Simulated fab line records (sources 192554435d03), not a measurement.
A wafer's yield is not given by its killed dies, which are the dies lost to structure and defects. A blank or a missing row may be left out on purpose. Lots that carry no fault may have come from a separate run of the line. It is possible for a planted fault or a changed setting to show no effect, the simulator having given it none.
fab line records :: flow n5-finfet
[record]
  lots = 6
  wafers = 17
  last-day = 17
route steps=1938 shown BEOL_M14@1768 BEOL_M15@1773
lots that met no fault: from a run of the same line without faults
start-h: start of the lot's first displayed wafer, in hours after the record's first day :: wait-h: hours elapsed since this lot's preceding step :: " identical to the entry in the row above :: L1.1+2: one row covering several wafers at once :: - either no value or no given start :: * or withheld: withheld :: < > ~ a bound
route shown NAME@n: NAME is a module with steps in the file, n the number in the route of the first one :: usual: mean/standard deviation of fault-free wafers :: same: alike in all rows :: chamber/n: place in a boat :: sites: readings site by site :: _std_site: standard deviation across them :: _edge_site: the outer-site mean with the inner-site mean subtracted :: radius-mm: for every site, how far away it sits from the centre of the wafer :: mask NAME#n: copy n :: behind: the last tool/chamber to shape the wafer :: hold: cause of the lot's hold/its duration in hours/its outcome :: device: the n, p or np transistor that did not switch :: end of line: the same wafers' tests at the end of the route :: a step with no rows: only its recipe :: killed: the dies lost at the first sort to structure and to defects; this is not the yield of the wafer :: map: shows each die of a wafer: x if killed, . if not, _ if none is there
set.NAME: the setting that was run; set.NAME@STEP: the one run at that earlier step :: model.NAME: the simulator's own value behind a step, which no gauge read
a table for each step, a row for each wafer; lots at some steps of the route
services: the hour from which a tool's chamber was out of use, counted from the record's first day as start-h (under 0 if before that day), plus the number of hours and why
[[steps]]
[step N5_BEOL_M14_THK_MEAS_50]
[recipe]
  thk-meas-gauge = xrf
  reads = Cu_of_BEOL_M14_ECD_47
[usual]
  M14_THK = 555/14
lot.wafer: L677.3
tool: film-metro-01
chamber: -
start-h: 272.18
wait-h: -
M14_THK[nm]: 524

lot.wafer: L677.5
tool: film-metro-01
chamber: -
start-h: 272.18
wait-h: -
M14_THK[nm]: 553

lot.wafer: L685.2
tool: film-metro-02
chamber: -
start-h: 334.39
wait-h: -
M14_THK[nm]: 574

lot.wafer: L685.4
tool: film-metro-02
chamber: -
start-h: 334.39
wait-h: -
M14_THK[nm]: 562

lot.wafer: L685.6
tool: film-metro-02
chamber: -
start-h: 334.39
wait-h: -
M14_THK[nm]: 568

lot.wafer: L689.2
tool: film-metro-01
chamber: -
start-h: 344.97
wait-h: -
M14_THK[nm]: 560

lot.wafer: L689.4
tool: film-metro-01
chamber: -
start-h: 344.97
wait-h: -
M14_THK[nm]: 562

lot.wafer: L689.6
tool: film-metro-01
chamber: -
start-h: 344.97
wait-h: -
M14_THK[nm]: 542

lot.wafer: L690.4
tool: film-metro-02
chamber: -
start-h: 357.50
wait-h: -
M14_THK[nm]: 555

lot.wafer: L690.5
tool: film-metro-02
chamber: -
start-h: 357.50
wait-h: -
M14_THK[nm]: 550

lot.wafer: L690.6
tool: film-metro-02
chamber: -
start-h: 357.50
wait-h: -
M14_THK[nm]: 577

lot.wafer: L691.1
tool: film-metro-01
chamber: -
start-h: 373.42
wait-h: -
M14_THK[nm]: 564

lot.wafer: L691.3
tool: film-metro-01
chamber: -
start-h: 373.42
wait-h: -
M14_THK[nm]: 562

lot.wafer: L691.5
tool: film-metro-01
chamber: -
start-h: 373.42
wait-h: -
M14_THK[nm]: 560

lot.wafer: L694.1
tool: film-metro-01
chamber: -
start-h: 399.20
wait-h: -
M14_THK[nm]: 567

lot.wafer: L694.2
tool: film-metro-01
chamber: -
start-h: 399.20
wait-h: -
M14_THK[nm]: 573

lot.wafer: L694.6
tool: film-metro-01
chamber: -
start-h: 399.20
wait-h: -
M14_THK[nm]: 574
[step N5_BEOL_M14_PRE_CLEAN_52]
[recipe]
  gas = NH3
  time-s = 15
  temp-c = withheld
  rf-power-w = 300
[step N5_BEOL_M14_DEP_53]
[recipe]
  material = SiCN
  target-thk-a = 500
  temp-c = withheld
  precursor = 3MS/NH3
  pressure-torr = 3
  rf-w = 675
  time-s = 17.8
[usual]
  showerhead-plenum-p-Torr = 4.150/0.019
  throttle-valve-pct = 18.2/0.95
lot.wafer: L677.3
tool: pecvd-04
chamber: 2
start-h: 272.24
wait-h: 0.0
showerhead-plenum-p-Torr: 4.160
since-wet-clean-h: 585
throttle-valve-pct: 18.8

lot.wafer: L677.5
tool: pecvd-04
chamber: 0
start-h: 272.24
wait-h: 0.0
showerhead-plenum-p-Torr: 4.157
since-wet-clean-h: -
throttle-valve-pct: 17.1

lot.wafer: L685.2
tool: pecvd-01
chamber: 0
start-h: 334.45
wait-h: 0.0
showerhead-plenum-p-Torr: 4.117
since-wet-clean-h: 857
throttle-valve-pct: 17.7

lot.wafer: L685.4
tool: pecvd-01
chamber: 1
start-h: 334.45
wait-h: 0.0
showerhead-plenum-p-Torr: 4.159
since-wet-clean-h: -
throttle-valve-pct: 20.4

lot.wafer: L685.6
tool: pecvd-01
chamber: 2
start-h: 334.45
wait-h: 0.0
showerhead-plenum-p-Torr: 4.158
since-wet-clean-h: -
throttle-valve-pct: 17.6

lot.wafer: L689.2
tool: pecvd-04
chamber: 0
start-h: 345.03
wait-h: 0.0
showerhead-plenum-p-Torr: 4.160
since-wet-clean-h: 1411
throttle-valve-pct: 17.1

lot.wafer: L689.4
tool: pecvd-04
chamber: 0
start-h: 345.03
wait-h: 0.0
showerhead-plenum-p-Torr: 4.155
since-wet-clean-h: -
throttle-valve-pct: 16.8

lot.wafer: L689.6
tool: pecvd-04
chamber: 2
start-h: 345.03
wait-h: 0.0
showerhead-plenum-p-Torr: 4.172
since-wet-clean-h: -
throttle-valve-pct: 19.2

lot.wafer: L690.4
tool: pecvd-04
chamber: 1
start-h: 357.57
wait-h: 0.0
showerhead-plenum-p-Torr: 4.122
since-wet-clean-h: -
throttle-valve-pct: 17.8

lot.wafer: L690.5
tool: pecvd-04
chamber: 2
start-h: 357.57
wait-h: 0.0
showerhead-plenum-p-Torr: 4.164
since-wet-clean-h: -
throttle-valve-pct: 19.0

lot.wafer: L690.6
tool: pecvd-04
chamber: 0
start-h: 357.57
wait-h: 0.0
showerhead-plenum-p-Torr: 4.148
since-wet-clean-h: -
throttle-valve-pct: 17.1

lot.wafer: L691.1
tool: pecvd-01
chamber: 2
start-h: 373.48
wait-h: 0.0
showerhead-plenum-p-Torr: 4.165
since-wet-clean-h: 142
throttle-valve-pct: 18.0

lot.wafer: L691.3
tool: pecvd-01
chamber: 0
start-h: 373.48
wait-h: 0.0
showerhead-plenum-p-Torr: 4.111
since-wet-clean-h: 896
throttle-valve-pct: 17.6

lot.wafer: L691.5
tool: pecvd-01
chamber: 2
start-h: 373.48
wait-h: 0.0
showerhead-plenum-p-Torr: 4.160
since-wet-clean-h: -
throttle-valve-pct: 18.2

lot.wafer: L694.1
tool: pecvd-04
chamber: 2
start-h: 399.27
wait-h: 0.0
showerhead-plenum-p-Torr: 4.159
since-wet-clean-h: 712
throttle-valve-pct: 19.6

lot.wafer: L694.2
tool: pecvd-04
chamber: 0
start-h: 399.27
wait-h: 0.0
showerhead-plenum-p-Torr: 4.146
since-wet-clean-h: 1466
throttle-valve-pct: 17.1

lot.wafer: L694.6
tool: pecvd-04
chamber: 2
start-h: 399.27
wait-h: 0.0
showerhead-plenum-p-Torr: 4.165
since-wet-clean-h: -
throttle-valve-pct: 19.7
[step N5_BEOL_M14_RS_MEAS_54]
[recipe]
  thk-meas-gauge = four-point-probe
  reads = Cu_of_BEOL_M14_ECD_47+Ta_of_BEOL_M14_SPUTTER_44+TaN_of_BEOL_M14_SPUTTER_43
[usual]
  M14_RS = 0.0331/0.00082
lot.wafer: L677.3
tool: film-metro-01
chamber: -
start-h: 272.31
wait-h: 0.1
M14_RS[ohm/sq]: 0.0349

lot.wafer: L677.5
tool: film-metro-01
chamber: -
start-h: 272.31
wait-h: 0.1
M14_RS[ohm/sq]: 0.0331

lot.wafer: L685.2
tool: film-metro-01
chamber: -
start-h: 334.52
wait-h: 0.1
M14_RS[ohm/sq]: 0.0325

lot.wafer: L685.4
tool: film-metro-01
chamber: -
start-h: 334.52
wait-h: 0.1
M14_RS[ohm/sq]: 0.0332

lot.wafer: L685.6
tool: film-metro-01
chamber: -
start-h: 334.52
wait-h: 0.1
M14_RS[ohm/sq]: 0.0328

lot.wafer: L689.2
tool: film-metro-02
chamber: -
start-h: 345.10
wait-h: 0.1
M14_RS[ohm/sq]: 0.0324

lot.wafer: L689.4
tool: film-metro-02
chamber: -
start-h: 345.10
wait-h: 0.1
M14_RS[ohm/sq]: 0.0322

lot.wafer: L689.6
tool: film-metro-02
chamber: -
start-h: 345.10
wait-h: 0.1
M14_RS[ohm/sq]: 0.0335

lot.wafer: L690.4
tool: film-metro-02
chamber: -
start-h: 357.63
wait-h: 0.0
M14_RS[ohm/sq]: 0.0332

lot.wafer: L690.5
tool: film-metro-02
chamber: -
start-h: 357.63
wait-h: 0.0
M14_RS[ohm/sq]: 0.0335

lot.wafer: L690.6
tool: film-metro-02
chamber: -
start-h: 357.63
wait-h: 0.0
M14_RS[ohm/sq]: 0.0319

lot.wafer: L691.1
tool: film-metro-01
chamber: -
start-h: 373.55
wait-h: 0.0
M14_RS[ohm/sq]: 0.0326

lot.wafer: L691.3
tool: film-metro-01
chamber: -
start-h: 373.55
wait-h: 0.0
M14_RS[ohm/sq]: 0.0326

lot.wafer: L691.5
tool: film-metro-01
chamber: -
start-h: 373.55
wait-h: 0.0
M14_RS[ohm/sq]: 0.0329

lot.wafer: L694.1
tool: film-metro-01
chamber: -
start-h: 399.35
wait-h: 0.1
M14_RS[ohm/sq]: 0.0317

lot.wafer: L694.2
tool: film-metro-01
chamber: -
start-h: 399.35
wait-h: 0.1
M14_RS[ohm/sq]: 0.0315

lot.wafer: L694.6
tool: film-metro-01
chamber: -
start-h: 399.35
wait-h: 0.1
M14_RS[ohm/sq]: 0.0314
[step N5_BEOL_M14_INSPECT_55]
[recipe]
  inspect-instrument = darkfield
  mode = post-dep
[usual]
  raw-defect-count = 83/27
lot.wafer: L677.3
tool: defect-inspect-01
chamber: -
start-h: 272.34
wait-h: 0.0
raw-defect-count: 127

lot.wafer: L677.5
tool: defect-inspect-01
chamber: -
start-h: 272.34
wait-h: 0.0
raw-defect-count: 110

lot.wafer: L685.2
tool: defect-inspect-01
chamber: -
start-h: 334.55
wait-h: 0.0
raw-defect-count: 54

lot.wafer: L685.4
tool: defect-inspect-01
chamber: -
start-h: 334.55
wait-h: 0.0
raw-defect-count: 113

lot.wafer: L685.6
tool: defect-inspect-01
chamber: -
start-h: 334.55
wait-h: 0.0
raw-defect-count: 104

lot.wafer: L689.2
tool: defect-inspect-01
chamber: -
start-h: 345.12
wait-h: 0.0
raw-defect-count: 52

lot.wafer: L689.4
tool: defect-inspect-01
chamber: -
start-h: 345.12
wait-h: 0.0
raw-defect-count: 83

lot.wafer: L689.6
tool: defect-inspect-01
chamber: -
start-h: 345.12
wait-h: 0.0
raw-defect-count: 55

lot.wafer: L690.4
tool: defect-inspect-01
chamber: -
start-h: 357.65
wait-h: 0.0
raw-defect-count: 126

lot.wafer: L690.5
tool: defect-inspect-01
chamber: -
start-h: 357.65
wait-h: 0.0
raw-defect-count: 102

lot.wafer: L690.6
tool: defect-inspect-01
chamber: -
start-h: 357.65
wait-h: 0.0
raw-defect-count: 84

lot.wafer: L691.1
tool: defect-inspect-02
chamber: -
start-h: 373.57
wait-h: 0.0
raw-defect-count: 48

lot.wafer: L691.3
tool: defect-inspect-02
chamber: -
start-h: 373.57
wait-h: 0.0
raw-defect-count: 56

lot.wafer: L691.5
tool: defect-inspect-02
chamber: -
start-h: 373.57
wait-h: 0.0
raw-defect-count: 57

lot.wafer: L694.1
tool: defect-inspect-02
chamber: -
start-h: 399.38
wait-h: 0.0
raw-defect-count: 36

lot.wafer: L694.2
tool: defect-inspect-02
chamber: -
start-h: 399.38
wait-h: 0.0
raw-defect-count: 82

lot.wafer: L694.6
tool: defect-inspect-02
chamber: -
start-h: 399.38
wait-h: 0.0
raw-defect-count: 50
[step N5_BEOL_M15_ILD_DEP_00]
[recipe]
  material = SiO2
  target-thk-a = 16293
  temp-c = 400
  precursor = TEOS/O2
  pressure-torr = 6.5
  rf-w = 900
  teos-flow-sccm = 161.4
  gas = O2
  flow-sccm = 2650
  time-s = 346.1
[usual]
  heater-power-w = 538/83
  showerhead-plenum-p-Torr = 8.338/0.027
  throttle-valve-pct = 18.6/1
lot.wafer: L677.3
tool: pecvd-01
chamber: 1
start-h: 272.37
wait-h: 0.0
heater-power-w: 487
showerhead-plenum-p-Torr: 8.352
since-wet-clean-h: 1520
throttle-valve-pct: 21.2

lot.wafer: L677.5
tool: pecvd-01
chamber: 2
start-h: 272.37
wait-h: 0.0
heater-power-w: 349
showerhead-plenum-p-Torr: 8.330
since-wet-clean-h: -
throttle-valve-pct: 18.3

lot.wafer: L685.2
tool: pecvd-03
chamber: 0
start-h: 334.58
wait-h: 0.0
heater-power-w: 635
showerhead-plenum-p-Torr: 8.338
since-wet-clean-h: 1039
throttle-valve-pct: 19.8

lot.wafer: L685.4
tool: pecvd-03
chamber: 2
start-h: 334.58
wait-h: 0.0
heater-power-w: 457
showerhead-plenum-p-Torr: 8.347
since-wet-clean-h: -
throttle-valve-pct: 17.5

lot.wafer: L685.6
tool: pecvd-03
chamber: 0
start-h: 334.58
wait-h: 0.0
heater-power-w: 492
showerhead-plenum-p-Torr: 8.336
since-wet-clean-h: -
throttle-valve-pct: 19.4

lot.wafer: L689.2
tool: pecvd-03
chamber: 1
start-h: 345.16
wait-h: 0.0
heater-power-w: 648
showerhead-plenum-p-Torr: 8.347
since-wet-clean-h: 1774
throttle-valve-pct: 18.4

lot.wafer: L689.4
tool: pecvd-03
chamber: 2
start-h: 345.16
wait-h: 0.0
heater-power-w: 592
showerhead-plenum-p-Torr: 8.367
since-wet-clean-h: -
throttle-valve-pct: 17.7

lot.wafer: L689.6
tool: pecvd-03
chamber: 1
start-h: 345.16
wait-h: 0.0
heater-power-w: 508
showerhead-plenum-p-Torr: 8.327
since-wet-clean-h: -
throttle-valve-pct: 18.4

lot.wafer: L690.4
tool: pecvd-04
chamber: 1
start-h: 357.79
wait-h: 0.1
heater-power-w: 505
showerhead-plenum-p-Torr: 8.308
since-wet-clean-h: -
throttle-valve-pct: 18.3

lot.wafer: L690.5
tool: pecvd-04
chamber: 2
start-h: 357.79
wait-h: 0.1
heater-power-w: 677
showerhead-plenum-p-Torr: 8.350
since-wet-clean-h: -
throttle-valve-pct: 19.7

lot.wafer: L690.6
tool: pecvd-04
chamber: 0
start-h: 357.79
wait-h: 0.1
heater-power-w: 492
showerhead-plenum-p-Torr: 8.351
since-wet-clean-h: -
throttle-valve-pct: 17.4

lot.wafer: L691.1
tool: pecvd-03
chamber: 2
start-h: 373.61
wait-h: 0.0
heater-power-w: 466
showerhead-plenum-p-Torr: 8.361
since-wet-clean-h: 324
throttle-valve-pct: 17.5

lot.wafer: L691.3
tool: pecvd-03
chamber: 0
start-h: 373.61
wait-h: 0.0
heater-power-w: 560
showerhead-plenum-p-Torr: 8.345
since-wet-clean-h: 1078
throttle-valve-pct: 19.6

lot.wafer: L691.5
tool: pecvd-03
chamber: 2
start-h: 373.61
wait-h: 0.0
heater-power-w: 567
showerhead-plenum-p-Torr: 8.359
since-wet-clean-h: -
throttle-valve-pct: 17.6

lot.wafer: L694.1
tool: pecvd-03
chamber: 2
start-h: 399.42
wait-h: 0.0
heater-power-w: 589
showerhead-plenum-p-Torr: 8.356
since-wet-clean-h: 349
throttle-valve-pct: 17.4

lot.wafer: L694.2
tool: pecvd-03
chamber: 0
start-h: 399.42
wait-h: 0.0
heater-power-w: 521
showerhead-plenum-p-Torr: 8.355
since-wet-clean-h: 1103
throttle-valve-pct: 19.5

lot.wafer: L694.6
tool: pecvd-03
chamber: 1
start-h: 399.42
wait-h: 0.0
heater-power-w: 496
showerhead-plenum-p-Torr: 8.334
since-wet-clean-h: -
throttle-valve-pct: 18.2
[step N5_BEOL_M15_THK_MEAS_01]
[recipe]
  reads = SiO2_of_BEOL_M15_ILD_DEP_00
[usual]
  M15_ILD_THK = 1631/27
lot.wafer: L677.3
tool: film-metro-01
chamber: -
start-h: 272.62
wait-h: 0.1
M15_ILD_THK[nm]: 1645

lot.wafer: L677.5
tool: film-metro-01
chamber: -
start-h: 272.62
wait-h: 0.1
M15_ILD_THK[nm]: 1653

lot.wafer: L685.2
tool: film-metro-01
chamber: -
start-h: 334.83
wait-h: 0.1
M15_ILD_THK[nm]: 1653

lot.wafer: L685.4
tool: film-metro-01
chamber: -
start-h: 334.83
wait-h: 0.1
M15_ILD_THK[nm]: 1649

lot.wafer: L685.6
tool: film-metro-01
chamber: -
start-h: 334.83
wait-h: 0.1
M15_ILD_THK[nm]: 1663

lot.wafer: L689.2
tool: film-metro-02
chamber: -
start-h: 345.41
wait-h: 0.1
M15_ILD_THK[nm]: 1567

lot.wafer: L689.4
tool: film-metro-02
chamber: -
start-h: 345.41
wait-h: 0.1
M15_ILD_THK[nm]: 1627

lot.wafer: L689.6
tool: film-metro-02
chamber: -
start-h: 345.41
wait-h: 0.1
M15_ILD_THK[nm]: 1609

lot.wafer: L690.4
tool: film-metro-01
chamber: -
start-h: 357.94
wait-h: 0.0
M15_ILD_THK[nm]: 1633

lot.wafer: L690.5
tool: film-metro-01
chamber: -
start-h: 357.94
wait-h: 0.0
M15_ILD_THK[nm]: 1673

lot.wafer: L690.6
tool: film-metro-01
chamber: -
start-h: 357.94
wait-h: 0.0
M15_ILD_THK[nm]: 1670

lot.wafer: L691.1
tool: film-metro-02
chamber: -
start-h: 373.86
wait-h: 0.1
M15_ILD_THK[nm]: 1628

lot.wafer: L691.3
tool: film-metro-02
chamber: -
start-h: 373.86
wait-h: 0.1
M15_ILD_THK[nm]: 1641

lot.wafer: L691.5
tool: film-metro-02
chamber: -
start-h: 373.86
wait-h: 0.1
M15_ILD_THK[nm]: 1654

lot.wafer: L694.1
tool: film-metro-02
chamber: -
start-h: 399.67
wait-h: 0.1
M15_ILD_THK[nm]: 1612

lot.wafer: L694.2
tool: film-metro-02
chamber: -
start-h: 399.67
wait-h: 0.1
M15_ILD_THK[nm]: 1626

lot.wafer: L694.6
tool: film-metro-02
chamber: -
start-h: 399.67
wait-h: 0.1
M15_ILD_THK[nm]: 1615
[step N5_BEOL_M15_COAT_58]
[recipe]
  resist = BARC
  temp-c = 205
  time-s = 60
  spin-rpm = 1500
  resist-thk-nm = 89
[step N5_BEOL_M15_COAT_04]
[recipe]
  spin-rpm = 1704
  resist-thk-nm = 800
[step N5_BEOL_M15_EBR_06]
[recipe]
  solvent = PGMEA
  ebr-width-mm = 1.5
[step N5_BEOL_M15_SOFTBAKE_05]
[recipe]
  temp-c = 130
  time-s = 60
[step N5_BEOL_M15_EXPOSE_07]
[recipe]
  mask-id = V14
  na = 0.8
  source-shape = annular
  sigma-inner = 0.5
  sigma-outer = 0.8
  polarization = unpolarized
  attpsm-phase-deg = 180
  dose-mj = 41.25
[step N5_BEOL_M15_PEB_08]
[recipe]
  peb-temp-c = 130
  peb-time-s = 90
[usual]
  chill-plate-temp-C = 23.04/0.091
  exhaust-pa = 44.8/0.92
lot.wafer: L677.3
tool: litho-track-01
chamber: 0
start-h: 272.88
wait-h: 0.0
chill-plate-temp-C: 22.87
exhaust-pa: 45.3

lot.wafer: L677.5
tool: litho-track-01
chamber: 0
start-h: 272.88
wait-h: 0.0
chill-plate-temp-C: 23.11
exhaust-pa: 45.6

lot.wafer: L685.2
tool: litho-track-01
chamber: 0
start-h: 335.02
wait-h: 0.0
chill-plate-temp-C: 23.00
exhaust-pa: 44.4

lot.wafer: L685.4
tool: litho-track-01
chamber: 0
start-h: 335.02
wait-h: 0.0
chill-plate-temp-C: 23.09
exhaust-pa: 45.4

lot.wafer: L685.6
tool: litho-track-01
chamber: 0
start-h: 335.02
wait-h: 0.0
chill-plate-temp-C: 23.03
exhaust-pa: 44.1

lot.wafer: L689.2
tool: litho-track-01
chamber: -
start-h: 345.60
wait-h: 0.0
chill-plate-temp-C: -
exhaust-pa: -

lot.wafer: L689.4
tool: litho-track-01
chamber: -
start-h: 345.60
wait-h: 0.0
chill-plate-temp-C: -
exhaust-pa: -

lot.wafer: L689.6
tool: litho-track-01
chamber: -
start-h: 345.60
wait-h: 0.0
chill-plate-temp-C: -
exhaust-pa: -

lot.wafer: L690.4
tool: litho-track-01
chamber: -
start-h: 358.25
wait-h: 0.0
chill-plate-temp-C: -
exhaust-pa: -

lot.wafer: L690.5
tool: litho-track-01
chamber: -
start-h: 358.25
wait-h: 0.0
chill-plate-temp-C: -
exhaust-pa: -

lot.wafer: L690.6
tool: litho-track-01
chamber: -
start-h: 358.25
wait-h: 0.0
chill-plate-temp-C: -
exhaust-pa: -

lot.wafer: L691.1
tool: litho-track-05
chamber: 0
start-h: 374.17
wait-h: 0.1
chill-plate-temp-C: 23.07
exhaust-pa: 43.3

lot.wafer: L691.3
tool: litho-track-05
chamber: 0
start-h: 374.17
wait-h: 0.1
chill-plate-temp-C: 23.17
exhaust-pa: 44.7

lot.wafer: L691.5
tool: litho-track-05
chamber: 0
start-h: 374.17
wait-h: 0.1
chill-plate-temp-C: 22.98
exhaust-pa: 45.4

lot.wafer: L694.1
tool: litho-track-01
chamber: 0
start-h: 399.98
wait-h: 0.1
chill-plate-temp-C: 23.14
exhaust-pa: 43.2

lot.wafer: L694.2
tool: litho-track-01
chamber: 0
start-h: 399.98
wait-h: 0.1
chill-plate-temp-C: 23.11
exhaust-pa: 42.5

lot.wafer: L694.6
tool: litho-track-01
chamber: 0
start-h: 399.98
wait-h: 0.1
chill-plate-temp-C: 23.11
exhaust-pa: 43.1
[step N5_BEOL_M15_DEVELOP_09]
[recipe]
  develop-time-s = 45
  rinse-liquid = diw
  dry = air-spin
  dev-temp-c = 21
[[services]]
tool: pecvd-03
chamber: 0
start-h: 266.69
hours: 5.0
kind: scheduled-down

tool: litho-track-01
chamber: -
start-h: 272.60
hours: -
kind: consumable-replace:filter

tool: pecvd-04
chamber: 2
start-h: 279.79
hours: 13.5
kind: repair

tool: litho-track-01
chamber: -
start-h: 285.55
hours: -
kind: consumable-replace:filter

tool: pecvd-04
chamber: 1
start-h: 288.34
hours: 5.5
kind: scheduled-down

tool: pecvd-01
chamber: 1
start-h: 340.74
hours: 5.6
kind: repair

tool: pecvd-03
chamber: -
start-h: 354.87
hours: 5.1
kind: repair

tool: pecvd-01
chamber: -
start-h: 366.40
hours: 2.8
kind: pm

tool: pecvd-04
chamber: 1
start-h: 383.62
hours: -
kind: clean

tool: pecvd-04
chamber: 1
start-h: 383.62
hours: -
kind: consumable-replace:showerhead

tool: pecvd-04
chamber: 1
start-h: 383.62
hours: 29.0
kind: scheduled-down

tool: pecvd-04
chamber: 1
start-h: 383.62
hours: 29.0
kind: vent-cycle
[[key]]
[first-sign]
  step = N5_BEOL_M15_PEB_08
  reading = tool-record
  direction = missing
effect none on later readings
met-at N5_BEOL_M15_PEB_08
struck-wafers L689.2,L689.4,L689.6,L690.4,L690.5,L690.6
later-rows-left-out L689.2,L689.4,L689.6,L690.4,L690.5,L690.6
sort-left-out L689.2,L689.4,L689.6,L690.4,L690.5,L690.6
onset-between 335.02 345.60
[fault]
  kind = skipped-step-whole
  tool = litho-track-01
  chamber = -
  onset-h = 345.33
  steps = N5_BEOL_M15_PEB_08
  scope = struck-lots-only
// sort-left-out: the simulated sort isn't trusted on such a fault, so these wafers' sort isn't shown, and their yield isn't known
// later-rows-left-out: the simulator's readings of these wafers behind a module that went badly wrong aren't trusted and aren't shown, but for the sort
